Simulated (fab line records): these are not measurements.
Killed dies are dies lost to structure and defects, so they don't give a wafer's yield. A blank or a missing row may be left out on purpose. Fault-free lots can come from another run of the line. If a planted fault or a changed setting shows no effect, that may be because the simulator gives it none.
Code-filled problem report in 8D (eight disciplines) form    flow nand harc    the parts of the form that need people (team, actions taken, sign-off) are left out

1. WHAT WENT WRONG
Wafers without a fault read 2.7, standard deviation 1.9; killed at periphery at NHARC_END_SORT_01 reads a mean of 647.5 on 2 wafers belonging to 2 lots. That is +99 or more standard deviations from the usual mean.
First observed at day 21 09:08: wafer L423.2, on prober-01. The record holds 36 wafers of 12 lots with a number at this step. Rule for "out" (also "out of limits"): further than 4 standard deviations from the usual mean. The rest of the wafers with a number are treated as sound.

2. WHAT IT IS, WHAT IT ISN'T
question                     is                                                                                                                       is not
which readings at this step  killed at periphery, defect limited yield, killed dies, sort_bin_2_pct, sort n pass, sort rim yield pct, sort yield pct  killed at array, killed at other, killed short, sort_bin_3_pct, sort_bin_4_pct
which lots                   L423, L427                                                                                                               L431, L432, L434, L435, L437, L438, L439, L440, L441, L442
which wafers of those lots   L423.2, L427.1                                                                                                           L423.3, L423.4, L427.2, L427.3
read on which gauges         prober-01                                                                                                                prober-02
when                         from day 21 09:08                                                                                                        up to then (0 sound wafers); but 34 sound wafers of L423, L427, L431, L432, L434, L435, L437, L438, L439, L440, L441, L442 came after

3. THE SUSPECTS, EACH WITH WHAT RULES IT OUT
Counting: any tool at a process step up to the reading remains a suspect provided it ran every lot that is out. Sound lots after the first of them don't rule it out here, since some wafers of a struck lot are sound.
- ruled out: the gauge at NHARC_END_SORT_01. All the wafers that are out were read on prober-01, but those of them that NHARC_P_M0_ETCH_15 has rows for are out there too, on other tools.
- rie diel-08 at NHARC_P_M0_ETCH_15 (etches the open film in C4F8/Ar, target depth 150 nm, overetch 15 nm, time 82.5 s): kept. It ran every lot that is out, first L423 (day 7 01:29). Its own readings are out on those wafers: run length s.
- Within rie diel-08 at NHARC_P_M0_ETCH_15: the wafers that are out ran in chamber 2; their sound lot-mates ran in chambers 1, 3.
Remaining after the count: rie diel-08 at NHARC_P_M0_ETCH_15.

4. THE CAUSE (what the simulator had put in)
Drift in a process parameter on rie diel-08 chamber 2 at NHARC_P_M0_ETCH_15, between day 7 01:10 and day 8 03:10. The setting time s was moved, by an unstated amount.
This tool alone remained once counting was done.

5. THE EFFECT CHAIN, in route order
Each row: a reading whose mean over the struck wafers that have a number lies more than 3 standard deviations from the usual. Readings are gone through only where the record gives a usual standard deviation; hours: the median, over the lots, of the time from a lot's start at the first step in this table giving one to that lot's start at this step; sigmas: the change measured in usual standard deviations.
hours  step                reading               usual    on struck wafers  change  sigmas
0      NHARC_P_M0_ETCH_15  run length s          103.7 s  93.2              -10.5   -27
339    NHARC_END_SORT_01   defect limited yield  95.3 %   0.1               -95.2   -56
339    NHARC_END_SORT_01   killed at periphery   2.7      647.5             +644.8  +99 or more
339    NHARC_END_SORT_01   killed dies           32       676               +644    +54
339    NHARC_END_SORT_01   sort_bin_2_pct        1.5 %    96.8              +95.3   +99 or more
339    NHARC_END_SORT_01   sort n pass           645      0                 -644    -54
339    NHARC_END_SORT_01   sort rim yield pct    95 %     0                 -94     -30
339    NHARC_END_SORT_01   sort yield pct        95.3 %   0.1               -95.2   -56
Its process steps:
- NHARC_P_M0_ETCH_15: etches the open film in C4F8/Ar, target depth 150 nm, overetch 15 nm, time 82.5 s.

6. HOW IT WOULD HAVE BEEN CAUGHT EARLIER
In this record the first reading out of limits at a measuring or inspecting step was taken at day 21 09:08, 344 hours after the fault began at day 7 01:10.
At NHARC_P_M0_ETCH_15, the tool's own readings (run length s) were out on each struck wafer the step has a row for, so an alarm limit on them would have fired on the first such wafer.
Lots out: 2; all had begun NHARC_P_M0_ETCH_15 on rie diel-08 by day 21 09:08. A hold on the tool at that time would have spared none of them.
